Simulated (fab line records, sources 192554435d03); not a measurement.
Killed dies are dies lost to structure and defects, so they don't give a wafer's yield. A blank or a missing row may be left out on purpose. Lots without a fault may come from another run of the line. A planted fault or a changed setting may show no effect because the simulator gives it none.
fab line records | flow n5_finfet
record lots=7 wafers=39
route steps=1938 shown FIN_SAQP@96 STI_FIN_REVEAL@190 SD_EPI_N@273 GATE_CUT@467 BEOL_M0_SAQP@638 BEOL_M1@824 BEOL_M4@1081 BEOL_M5@1181 BEOL_M7@1308 BEOL_M11@1578 BEOL_M14@1730 TV_LITHO@1886 PASSIVATION@1930
start_h: hours from the record's first day to the start of the lot's first wafer shown | wait_h: hours since the lot's step before | " the same as in the row above | L1.1+2: a row that stands for several wafers | - no value, or no start given | * or withheld: withheld | < > ~ a bound
route shown NAME@n: a module of which the file shows steps, and the number in the route of the first | usual: mean/standard deviation of fault-free wafers | same: alike in all rows | chamber/n: place in a boat | sites: the reading at each site | _std_site: their standard deviation | _edge_site: outer sites' mean less inner sites' | radius_mm: how far each site lies from the wafer's centre | mask NAME#n: copy n | behind: the tool/chamber that last shaped the wafer | hold: why the lot was held/for how many hours/how that ended | device: the transistor (n, p or np) that didn't switch | end of line: the same wafers' tests at the end of the route | a step without rows: its recipe alone | killed: dies lost to structure and defects at the first sort, not the wafer's yield | map: a wafer's dies, x killed, . not, _ none there
set.NAME: the setting as run; set.NAME@STEP: as run at that earlier step | model.NAME: the simulator's own value behind a step, which no gauge read
lots whose settings were changed on purpose; a table a step, a row a wafer
## steps
# step N5_FIN_SAQP_HM_DEP_03
# recipe material=SiNx target_thk_a=380 temp_c=400 precursor=SiH4/NH3/N2 pressure_torr=1.5 rf_w=300 time_s=33.6
# step N5_STI_FIN_REVEAL_ETCHBACK_08
# recipe chemistry=C4F6/O2 target=SiO2 target_depth_a=305 time_s=10.167 ion_energy_ev=250 pressure_mtorr=30 source_w=345 bias_w=185 Ar_flow_sccm=300 C4F6_flow_sccm=10 O2_flow_sccm=10
# step N5_SD_EPI_N_DESCUM_14
# recipe chemistry=O2 time_s=7.9 source_power_w=50 bias_power_w=20 pressure_mtorr=20 rf_frequency_hz=2.712e+07 temp_c=40 resist=CAR-ArF-block o2_flow_sccm=225
# step N5_GATE_CUT_ETCHBACK_30
# recipe chemistry=Cl2/Ar target=TiN target_depth_a=30 mode=isotropic pressure_mtorr=10 icp_w=600 bias_w=60 Cl2_flow_sccm=40 Ar_flow_sccm=60
# step N5_BEOL_M0_SAQP_PECVD_04
# recipe material=a-Si target_thk_a=600 temp_c=350 precursor=SiH4/He pressure_torr=3 rf_w=100 time_s=60.2
# step N5_BEOL_M1_SPUTTER_90
# recipe material=Cu target_thk_a=45 temp_c=-20 chamber_pressure_pa=0.07 power_w=withheld time_s=8.29
# step N5_BEOL_M4_ALD_84
# recipe material=TaN target_thk_a=* temp_c=275 ald_precursor_family=PDMAT ald_co_reactant=NH3 pressure_torr=3 carrier_flow_sccm=1500 pulse_time_s=2 purge_time_s=3 co_reactant_purge_time_s=2 co_reactant_pulse_time_s=3 ald_cycles=30 precursor_vessel_temp_c=75 precursor_vessel_pressure_torr=26.25 precursor_vessel_carrier_sccm=1000
# step N5_BEOL_M5_SPUTTER_88
# recipe material=Cu target_thk_a=150 temp_c=-20 chamber_pressure_pa=0.07 power_w=withheld time_s=27.62
# step N5_BEOL_M7_TRENCH_ETCH_37
# recipe chemistry=C4F6/O2 target_depth_a=934.78 target=SiCOH_lowk time_s=31.2 ion_energy_ev=250 pressure_mtorr=30 source_w=345 bias_w=185 Ar_flow_sccm=300 C4F6_flow_sccm=10 O2_flow_sccm=10
# step N5_BEOL_M11_TRENCH_ETCH_37
# recipe chemistry=C4F6/O2 target_depth_a=1488.3 target=SiCOH_lowk time_s=48 ion_energy_ev=250 pressure_mtorr=30 source_w=345 bias_w=185 Ar_flow_sccm=300 C4F6_flow_sccm=10 O2_flow_sccm=10
# step N5_BEOL_M14_ETCH_59
# recipe chemistry=N2/H2 target=BARC target_depth_a=890 overetch_a=267 time_s=67.9 ion_energy_ev=200 pressure_mtorr=30 source_w=840 bias_w=150 n2_flow_sccm=200 h2_flow_sccm=200
# step N5_PASSIVATION_DESCUM_12
# recipe chemistry=O2 time_s=7.9 source_power_w=50 bias_power_w=20 pressure_mtorr=20 rf_frequency_hz=2.712e+07 temp_c=40 o2_flow_sccm=225
# step N5_PASSIVATION_ETCH_54
# recipe chemistry=CHF3/O2 target=SiO2 target_depth_a=8800 CHF3_flow_sccm=50 O2_flow_sccm=5 Ar_flow_sccm=200 time_s=440 mask_material=PR pressure_mtorr=30 source_w=650 bias_w=170 ion_energy_ev=200
# step N5_PASSIVATION_PROBE_49
# usual sort_bin_4_leakage=0/0 sort_n_pass=1077/17
# columns lot.wafer tool chamber start_h wait_h set.time_s@FIN_SAQP_HM_DEP_03 set.time_s@STI_FIN_REVEAL_ETCHBACK_08 set.time_s@SD_EPI_N_DESCUM_14 set.target_depth_a@GATE_CUT_ETCHBACK_30 set.time_s@BEOL_M0_SAQP_PECVD_04 set.time_s@BEOL_M1_SPUTTER_90 set.ald_cycles@BEOL_M4_ALD_84 set.time_s@BEOL_M5_SPUTTER_88 set.target_depth_a@BEOL_M7_TRENCH_ETCH_37 set.target_depth_a@BEOL_M11_TRENCH_ETCH_37 set.time_s@BEOL_M14_ETCH_59 set.time_s@PASSIVATION_DESCUM_12 set.time_s@PASSIVATION_ETCH_54 sort_bin_4_leakage[%] sort_n_pass
L077.1 prober-01 - 283.78 0.2 33.6 10.167 7.9 13.51 60.2 4.048 30 17.23 1317 1902 67.9 5.182 440 0 1074
L077.2 prober-01 - 283.83 0.2 33.6 4.191 7.9 30 60.2 8.29 30 27.62 934.78 1902 67.9 7.9 662.2 91.27 0
L077.3 prober-01 - 283.88 0.3 33.6 4.191 7.9 13.51 60.2 4.048 30 27.62 1317 1488.3 67.9 5.182 662.2 92.71 0
L077.4 prober-01 - 283.93 0.3 48.28 10.167 7.9 30 60.2 8.29 30 27.62 1317 1488.3 67.9 7.9 440 0 1071
L077.5 prober-01 - 283.98 0.4 48.28 10.167 7.9 13.51 60.2 8.29 30 17.23 934.78 1488.3 67.9 5.182 662.2 0 1078
L077.6 prober-01 - 284.03 0.4 48.28 4.191 7.9 30 60.2 4.048 30 17.23 934.78 1902 67.9 7.9 440 90.85 0
L079.1 prober-01 - 296.80 0.0 33.6 6.808 7.9 30 39.47 9.633 30 27.62 934.78 1488.3 67.9 7.9 694.4 89.66 0
L079.2 prober-01 - 296.85 0.1 33.6 6.808 3.661 21.13 39.47 8.29 30 27.62 934.78 2180 67.9 9.634 694.4 91.36 0
L079.3 prober-01 - 296.90 0.1 33.6 10.167 7.9 30 60.2 8.29 30 27.62 934.78 2180 103.6 9.634 440 0 1083
L079.4 prober-01 - 296.95 0.2 33.6 10.167 3.661 30 60.2 9.633 30 27.62 934.78 2180 103.6 7.9 694.4 0 1083
L079.5 prober-01 - 297.00 0.2 33.6 6.808 7.9 21.13 60.2 9.633 30 27.62 934.78 1488.3 67.9 9.634 440 90.76 0
L079.6 prober-01 - 297.05 0.3 33.6 10.167 3.661 21.13 39.47 8.29 30 27.62 934.78 1488.3 103.6 7.9 440 0 1045
L078.1 prober-02 - 300.28 0.0 20.36 4.305 7.9 23.7 73.57 8.29 30 18.35 934.78 1488.3 67.9 7.9 555.5 89.92 0
L078.2 prober-02 - 300.33 0.1 20.36 10.167 9.61 30 60.2 8.29 30 18.35 934.78 1488.3 67.9 7.9 440 0 1091
L078.3 prober-02 - 300.38 0.1 33.6 10.167 9.61 30 73.57 3.562 30 18.35 934.78 1980 90.4 10.89 555.5 0 1059
L078.4 prober-02 - 300.43 0.2 33.6 4.305 7.9 30 60.2 3.562 30 27.62 934.78 1980 67.9 10.89 440 91.78 0
L078.5 prober-02 - 300.48 0.2 20.36 10.167 7.9 23.7 73.57 3.562 30 27.62 934.78 1488.3 90.4 10.89 555.5 0 1059
L078.6 prober-02 - 300.53 0.3 33.6 4.305 9.61 23.7 60.2 8.29 30 27.62 934.78 1980 90.4 7.9 440 91.69 0
L088.1 prober-02 - 347.07 0.0 33.6 13.47 7.9 30 60.2 11.38 30 27.62 1263 1488.3 67.9 5.452 346.6 0 0
L088.2 prober-02 - 347.12 0.1 33.6 10.167 10.83 21.45 60.2 11.38 24 27.62 1263 715.9 67.9 5.452 440 1.02 0
L088.3 prober-02 - 347.17 0.1 33.6 10.167 7.9 21.45 89.18 8.29 30 27.62 934.78 715.9 92.99 5.452 440 0 0
L088.4 prober-02 - 347.22 0.2 33.6 10.167 10.83 30 89.18 11.38 24 27.62 934.78 715.9 92.99 7.9 346.6 1.27 0
L088.5 prober-02 - 347.27 0.2 33.6 13.47 7.9 30 60.2 8.29 24 27.62 934.78 1488.3 67.9 7.9 440 1.78 1054
L088.6 prober-02 - 347.32 0.3 33.6 13.47 10.83 21.45 89.18 8.29 30 27.62 1263 1488.3 92.99 7.9 346.6 0 0
L089.2 prober-02 - 352.75 0.1 33.6 10.167 7.9 30 60.2 8.29 30 27.62 934.78 1488.3 67.9 7.9 440 0 1075
L089.3 prober-02 - 352.80 0.1 33.6 10.167 7.9 30 60.2 8.29 30 27.62 934.78 1488.3 67.9 7.9 440 0 1089
L089.4 prober-02 - 352.85 0.2 33.6 10.167 7.9 30 60.2 8.29 30 27.62 934.78 1488.3 67.9 7.9 440 0 1082
L090.1 prober-01 - 373.68 0.0 33.6 10.167 6.23 30 60.2 3.51 43 27.62 934.78 1788 67.9 7.9 440 0 1090
L090.2 prober-01 - 373.73 0.1 13.72 10.167 6.23 36.75 77.26 8.29 30 27.62 934.78 1488.3 67.9 9.423 363.1 0 290
L090.3 prober-01 - 373.78 0.1 33.6 4.672 7.9 36.75 60.2 8.29 43 27.62 934.78 1788 67.9 7.9 363.1 41.27 0
L090.4 prober-01 - 373.83 0.2 33.6 10.167 7.9 30 77.26 8.29 30 27.62 934.78 1788 67.9 9.423 440 0 1094
L090.5 prober-01 - 373.88 0.2 13.72 4.672 6.23 30 60.2 3.51 30 27.62 934.78 1488.3 67.9 7.9 440 92.54 0
L090.6 prober-01 - 373.93 0.3 13.72 4.672 7.9 36.75 77.26 3.51 43 27.62 934.78 1488.3 67.9 9.423 363.1 17.46 0
L094.1 prober-02 - 393.75 0.0 33.6 5.398 7.9 30 92.96 5.515 30 27.62 934.78 1488.3 67.9 7.9 440 50.42 0
L094.2 prober-02 - 393.80 0.1 16.95 5.398 7.9 24.68 60.2 5.515 30 32.23 934.78 1488.3 32.68 7.9 440 89.58 0
L094.3 prober-02 - 393.85 0.1 16.95 10.167 7.9 24.68 92.96 8.29 30 32.23 934.78 1488.3 67.9 7.9 239.6 0 0
L094.4 prober-02 - 393.90 0.2 33.6 5.398 7.9 30 92.96 8.29 30 27.62 934.78 1068 67.9 7.9 239.6 0 0
L094.5 prober-02 - 393.95 0.2 33.6 10.167 7.9 24.68 60.2 5.515 30 27.62 934.78 1068 32.68 7.9 440 0 1064
L094.6 prober-02 - 394.00 0.3 16.95 10.167 7.9 30 60.2 8.29 30 32.23 934.78 1068 32.68 7.9 239.6 0 0
# killed by level:class
L077.1 STI_FIN_REVEAL:geometric_particle:open=12 BEOL_M3:geometric_particle:open=11 MOL_CONTACT_COAG:geometric_particle:open=10 BEOL_M4:geometric_particle:open=7 BEOL_M2:geometric_particle:open=6 ILD0:geometric_particle:open=5 BEOL_M0_SAQP:geometric_particle:short=5 BEOL_M8:geometric_particle:open=4
L077.2 MOL_CONTACT_COAG:geometric_particle:open=26 FIN_SAQP:geometric_particle:open=6 BEOL_M8:geometric_particle:open=5 STI_FIN_REVEAL:geometric_particle:open=5 BEOL_M1:geometric_particle:open=5 BEOL_M3:geometric_particle:open=5 STARTING-WAFER:geometric_particle:short=5 FIN_SAQP:geometric_particle:short=4
L077.3 MOL_CONTACT_COAG:geometric_particle:open=16 STI_FIN_REVEAL:geometric_particle:open=10 BEOL_M0_SAQP:geometric_particle:short=7 BEOL_M3:geometric_particle:open=7 MOL_CONTACT_COAG:geometric_particle:short=6 BEOL_M0_SAQP:geometric_particle:open=5 BEOL_M5:geometric_particle:open=4 FIN_SAQP:geometric_particle:open=3
L077.4 BEOL_M3:geometric_particle:open=14 BEOL_M0_SAQP:geometric_particle:open=12 FIN_SAQP:geometric_particle:open=7 STI_FIN_REVEAL:geometric_particle:open=6 BEOL_M0_SAQP:geometric_particle:short=6 BEOL_M5:geometric_particle:open=6 FIN_SAQP:geometric_particle:short=5 MOL_CONTACT_COAG:geometric_particle:open=5
L077.5 BEOL_M0_SAQP:geometric_particle:short=12 BEOL_M3:geometric_particle:open=11 MOL_CONTACT_COAG:geometric_particle:open=10 BEOL_M0_SAQP:geometric_particle:open=9 BEOL_M0:geometric_particle:open=6 DUMMY_GATE:geometric_particle:open=5 BEOL_M2:geometric_particle:open=4 STI_FIN_REVEAL:geometric_particle:open=3
L077.6 STI_FIN_REVEAL:geometric_particle:open=16 MOL_CONTACT_COAG:geometric_particle:open=11 FIN_SAQP:geometric_particle:open=9 BEOL_M0_SAQP:geometric_particle:open=7 BEOL_M3:geometric_particle:open=7 BEOL_M4:geometric_particle:open=7 FIN_SAQP:geometric_particle:short=6 BEOL_M0_SAQP:geometric_particle:short=5
L079.1 STI_FIN_REVEAL:geometric_particle:open=18 FIN_SAQP:geometric_particle:short=13 BEOL_M1:geometric_particle:open=9 BEOL_M0_SAQP:geometric_particle:open=9 BEOL_M2:geometric_particle:open=9 MOL_CONTACT_COAG:geometric_particle:open=8 BEOL_M0_SAQP:geometric_particle:short=7 FIN_SAQP:geometric_particle:open=6
L079.2 STI_FIN_REVEAL:geometric_particle:open=16 BEOL_M0_SAQP:geometric_particle:short=7 BEOL_M1:geometric_particle:open=7 FIN_SAQP:geometric_particle:short=6 BEOL_M0_SAQP:geometric_particle:open=6 MOL_CONTACT_COAG:geometric_particle:open=5 BEOL_M2:geometric_particle:open=5 BEOL_M1:geometric_particle:short=4
L079.3 FIN_SAQP:geometric_particle:open=11 BEOL_M0_SAQP:geometric_particle:open=9 BEOL_M4:geometric_particle:open=7 ILD0:geometric_particle:short=6 BEOL_M1:geometric_particle:open=6 DUMMY_GATE:geometric_particle:open=5 BEOL_M0_SAQP:geometric_particle:short=5 BEOL_M3:geometric_particle:short=5
L079.4 FIN_SAQP:geometric_particle:short=9 BEOL_M0_SAQP:geometric_particle:open=8 FIN_SAQP:geometric_particle:open=7 MOL_CONTACT_COAG:geometric_particle:open=6 BEOL_M1:geometric_particle:open=6 BEOL_M4:geometric_particle:open=6 BEOL_M2:geometric_particle:open=5 BEOL_M2:geometric_particle:short=5
L079.5 FIN_SAQP:geometric_particle:short=11 MOL_CONTACT_COAG:geometric_particle:open=11 STI_FIN_REVEAL:geometric_particle:open=9 BEOL_M3:geometric_particle:open=9 BEOL_M6:geometric_particle:open=9 BEOL_M0_SAQP:geometric_particle:short=6 ILD0:geometric_particle:short=4 BEOL_M0_SAQP:geometric_particle:open=4
L079.6 BEOL_M0_SAQP:geometric_particle:short=17 FIN_SAQP:geometric_particle:short=16 MOL_CONTACT_COAG:geometric_particle:open=14 STI_FIN_REVEAL:geometric_particle:open=12 BEOL_M0_SAQP:geometric_particle:open=10 FIN_SAQP:geometric_particle:open=8 MIM_TOP:geometric_particle:open=8 BEOL_M1:geometric_particle:open=7
L078.1 BEOL_M1:geometric_particle:open=11 BEOL_M2:geometric_particle:open=11 FIN_SAQP:geometric_particle:short=10 FIN_SAQP:geometric_particle:open=8 STI_FIN_REVEAL:geometric_particle:open=8 BEOL_M0_SAQP:geometric_particle:short=8 MOL_CONTACT_COAG:geometric_particle:open=7 GATE_CUT:geometric_particle:short=6
L078.2 MOL_CONTACT_COAG:geometric_particle:open=11 FIN_SAQP:geometric_particle:short=8 BEOL_M1:geometric_particle:open=8 FIN_SAQP:geometric_particle:open=6 DUMMY_GATE:geometric_particle:open=6 BEOL_M5:interface_void_opened=4 GATE_CUT:geometric_particle:short=4 BEOL_M0_SAQP:geometric_particle:short=4
L078.3 FIN_SAQP:geometric_particle:open=17 BEOL_M1:geometric_particle:open=17 STI_FIN_REVEAL:geometric_particle:open=10 MOL_CONTACT_COAG:geometric_particle:open=10 BEOL_M0_SAQP:geometric_particle:short=8 BEOL_M0_SAQP:geometric_particle:open=7 BEOL_M2:geometric_particle:open=7 BEOL_M0:geometric_particle:open=6
L078.4 FIN_SAQP:geometric_particle:open=13 BEOL_M3:geometric_particle:open=10 BEOL_M1:geometric_particle:open=9 GATE_CUT:geometric_particle:short=6 BEOL_M0_SAQP:geometric_particle:short=6 BEOL_M1:geometric_particle:short=5 BEOL_M2:geometric_particle:open=5 BEOL_M3:geometric_particle:short=5
L078.5 MOL_CONTACT_COAG:geometric_particle:open=18 BEOL_M1:geometric_particle:open=15 FIN_SAQP:geometric_particle:open=13 STI_FIN_REVEAL:geometric_particle:open=12 BEOL_M2:geometric_particle:open=8 GATE_CUT:geometric_particle:open=5 BEOL_M0_SAQP:geometric_particle:short=5 BEOL_M3:geometric_particle:open=5
L078.6 MOL_CONTACT_COAG:geometric_particle:open=13 BEOL_M0_SAQP:geometric_particle:open=9 BEOL_M2:geometric_particle:open=8 BEOL_M0_SAQP:geometric_particle:short=7 FIN_SAQP:geometric_particle:short=6 FIN_SAQP:geometric_particle:open=4 STI_FIN_REVEAL:geometric_particle:open=4 STARTING-WAFER:geometric_particle:open=4
L088.1 PASSIVATION:area_etch=1063 BEOL_M2:geometric_particle:open=12 BEOL_M0_SAQP:geometric_particle:short=12 BEOL_M0_SAQP:geometric_particle:open=9 FIN_SAQP:geometric_particle:open=8 MOL_CONTACT_COAG:geometric_particle:open=8 FIN_SAQP:geometric_particle:short=6 DUMMY_GATE:geometric_particle:open=6
L088.2 BEOL_M11:area_etch=1062 BEOL_M2:geometric_particle:open=13 M4:area_ald=12 STI_FIN_REVEAL:geometric_particle:open=11 MOL_CONTACT_COAG:geometric_particle:open=11 FIN_SAQP:geometric_particle:short=8 BEOL_M3:geometric_particle:open=7 FIN_SAQP:geometric_particle:open=6
L088.3 BEOL_M11:area_etch=854 BEOL_M0_SAQP:area_etch=216 FIN_SAQP:geometric_particle:short=14 MOL_CONTACT_COAG:geometric_particle:open=13 BEOL_M0_SAQP:geometric_particle:open=8 BEOL_M1:geometric_particle:open=8 BEOL_M0_SAQP:geometric_particle:short=7 BEOL_M4:geometric_particle:open=7
L088.4 BEOL_M11:area_etch=673 BEOL_M0_SAQP:area_etch=394 MOL_CONTACT_COAG:geometric_particle:open=15 M4:area_ald=15 FIN_SAQP:geometric_particle:short=13 FIN_SAQP:geometric_particle:open=10 BEOL_M2:geometric_particle:open=8 GATE_CUT:geometric_particle:short=6
L088.5 M4:area_ald=21 FIN_SAQP:geometric_particle:short=19 BEOL_M0_SAQP:geometric_particle:short=17 FIN_SAQP:geometric_particle:open=12 BEOL_M0_SAQP:geometric_particle:open=8 MOL_CONTACT_COAG:geometric_particle:open=6 BEOL_M2:geometric_particle:open=6 GATE_CUT:geometric_particle:short=5
L088.6 BEOL_M0_SAQP:area_etch=700 PASSIVATION:area_etch=374 FIN_SAQP:geometric_particle:short=12 STI_FIN_REVEAL:geometric_particle:open=8 MOL_CONTACT_COAG:geometric_particle:open=8 FIN_SAQP:geometric_particle:open=7 FIN_CUT:geometric_particle:open=6 BEOL_M5:geometric_particle:open=6
L089.2 MOL_CONTACT_COAG:geometric_particle:open=17 BEOL_M3:geometric_particle:open=12 FIN_SAQP:geometric_particle:open=8 FIN_SAQP:geometric_particle:short=8 MOL_CONTACT_COAG:geometric_particle:short=8 BEOL_M2:geometric_particle:open=8 GATE_CUT:geometric_particle:short=4 PASS1_CAP:geometric_particle:short=4
L089.3 FIN_SAQP:geometric_particle:short=15 MOL_CONTACT_COAG:geometric_particle:open=14 FIN_SAQP:geometric_particle:open=9 BEOL_M2:geometric_particle:open=9 DUMMY_GATE:geometric_particle:open=6 BEOL_M0_SAQP:geometric_particle:short=5 MIM_TOP_ETCH:geometric_particle:open=4 BEOL_M2:geometric_particle:short=4
L089.4 MOL_CONTACT_COAG:geometric_particle:open=8 GATE_CUT:geometric_particle:short=7 BEOL_M3:geometric_particle:open=7 BEOL_M0_SAQP:geometric_particle:short=6 DUMMY_GATE:geometric_particle:open=5 GATE_CUT:geometric_particle:open=5 BEOL_M0_SAQP:geometric_particle:open=5 BEOL_M1:geometric_particle:short=5
L090.1 MOL_CONTACT_COAG:geometric_particle:open=10 STI_FIN_REVEAL:geometric_particle:open=9 BEOL_M0_SAQP:geometric_particle:open=8 BEOL_M2:geometric_particle:open=8 BEOL_M0_SAQP:geometric_particle:short=7 BEOL_M1:geometric_particle:open=6 FIN_SAQP:geometric_particle:open=5 BEOL_M5:geometric_particle:open=5
L090.2 PASSIVATION:area_etch=817 STI_FIN_REVEAL:geometric_particle:open=11 FIN_SAQP:geometric_particle:open=10 BEOL_M0_SAQP:geometric_particle:short=9 BEOL_M0_SAQP:geometric_particle:open=8 MOL_CONTACT_COAG:geometric_particle:open=5 FIN_SAQP:geometric_particle:short=4 DUMMY_GATE:geometric_particle:open=3
L090.3 PASSIVATION:area_etch=584 STI_FIN_REVEAL:geometric_particle:open=19 MOL_CONTACT_COAG:geometric_particle:open=8 BEOL_M4:geometric_particle:open=7 BEOL_M0_SAQP:geometric_particle:short=5 GATE_CUT:geometric_particle:short=5 STARTING-WAFER:geometric_particle:short=5 FIN_SAQP:geometric_particle:open=4
L090.4 FIN_SAQP:geometric_particle:open=11 STI_FIN_REVEAL:geometric_particle:open=10 BEOL_M0_SAQP:geometric_particle:short=9 BEOL_M2:geometric_particle:open=6 MOL_CONTACT_COAG:geometric_particle:open=5 BEOL_M0_SAQP:geometric_particle:open=5 STI_FIN_REVEAL:geometric_particle:short=4 BEOL_M4:geometric_particle:open=4
L090.5 BEOL_M0_SAQP:geometric_particle:short=8 FIN_SAQP:geometric_particle:open=7 STI_FIN_REVEAL:geometric_particle:open=7 DUMMY_GATE:geometric_particle:open=7 MOL_CONTACT_COAG:geometric_particle:open=6 BEOL_M0_SAQP:geometric_particle:open=5 BEOL_M5:geometric_particle:open=5 STARTING-WAFER:geometric_particle:open=4
L090.6 PASSIVATION:area_etch=872 BEOL_M0_SAQP:geometric_particle:short=21 BEOL_M0_SAQP:geometric_particle:open=20 FIN_SAQP:geometric_particle:open=11 STI_FIN_REVEAL:geometric_particle:open=6 MOL_CONTACT_COAG:geometric_particle:open=5 ILD0:geometric_particle:open=3 GATE_CUT:geometric_particle:short=3
L094.1 BEOL_M0_SAQP:area_etch=469 BEOL_M0_SAQP:geometric_particle:open=14 BEOL_M0_SAQP:geometric_particle:short=13 BEOL_M1:geometric_particle:open=10 BEOL_M3:geometric_particle:open=9 FIN_SAQP:geometric_particle:open=8 FIN_SAQP:geometric_particle:short=7 BEOL_M4:geometric_particle:open=7
L094.2 BEOL_M0_SAQP:geometric_particle:open=12 BEOL_M2:geometric_particle:open=12 MOL_CONTACT_COAG:geometric_particle:open=9 BEOL_M0_SAQP:geometric_particle:short=9 FIN_SAQP:geometric_particle:short=7 BEOL_M1:geometric_particle:open=7 BEOL_M3:geometric_particle:open=7 HKMG_FIN:area_etch=7
L094.3 BEOL_M0_SAQP:area_etch=1025 PASSIVATION:area_etch=44 BEOL_M3:geometric_particle:open=19 BEOL_M0_SAQP:geometric_particle:open=14 BEOL_M0_SAQP:geometric_particle:short=8 FIN_SAQP:geometric_particle:short=6 MOL_CONTACT_COAG:geometric_particle:open=6 FIN_SAQP:geometric_particle:open=5
L094.4 BEOL_M0_SAQP:area_etch=1063 PASSIVATION:area_etch=20 BEOL_M0_SAQP:geometric_particle:open=12 BEOL_M3:geometric_particle:open=12 MOL_CONTACT_COAG:geometric_particle:open=11 BEOL_M4:geometric_particle:open=10 BEOL_M1:geometric_particle:open=8 MOL_CONTACT_COAG:geometric_particle:short=5
L094.5 BEOL_M3:geometric_particle:open=19 MOL_CONTACT_COAG:geometric_particle:open=14 BEOL_M0_SAQP:geometric_particle:short=9 BEOL_M1:geometric_particle:open=8 FIN_SAQP:geometric_particle:open=6 BEOL_M2:geometric_particle:open=6 BEOL_M0_SAQP:geometric_particle:open=5 BEOL_M11:area_ecd=5
L094.6 PASSIVATION:area_etch=1071 BEOL_M2:geometric_particle:open=9 MOL_CONTACT_COAG:geometric_particle:open=9 BEOL_M0_SAQP:geometric_particle:open=7 STARTING-WAFER:geometric_particle:open=7 FIN_SAQP:geometric_particle:short=6 BEOL_M0_SAQP:geometric_particle:short=6 BEOL_M1:geometric_particle:open=6
## key
split step=N5_FIN_SAQP_HM_DEP_03 setting=time_s stated_as=33.6
response none clear
split step=N5_STI_FIN_REVEAL_ETCHBACK_08 setting=time_s stated_as=10.167
response step=N5_PASSIVATION_PROBE_49 reading=sort_bin_4_leakage slope=-1.23 per=1% together_with=all explained=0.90
response step=N5_PASSIVATION_PROBE_49 reading=sort_n_pass slope=+17.1 per=1% together_with=all explained=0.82
split step=N5_SD_EPI_N_DESCUM_14 setting=time_s stated_as=7.9
response none clear
split step=N5_GATE_CUT_ETCHBACK_30 setting=target_depth_a stated_as=30
response none clear
split step=N5_BEOL_M0_SAQP_PECVD_04 setting=time_s stated_as=60.2
response none clear
split step=N5_BEOL_M1_SPUTTER_90 setting=time_s stated_as=8.29
response none clear
split step=N5_BEOL_M4_ALD_84 setting=ald_cycles stated_as=30
response none clear
split step=N5_BEOL_M5_SPUTTER_88 setting=time_s stated_as=27.62
response none clear
split step=N5_BEOL_M7_TRENCH_ETCH_37 setting=target_depth_a stated_as=934.78
response none clear
split step=N5_BEOL_M11_TRENCH_ETCH_37 setting=target_depth_a stated_as=1488.3
response none clear
split step=N5_BEOL_M14_ETCH_59 setting=time_s stated_as=67.9
response none clear
split step=N5_PASSIVATION_DESCUM_12 setting=time_s stated_as=7.9
response none clear
split step=N5_PASSIVATION_ETCH_54 setting=time_s stated_as=440
response none clear
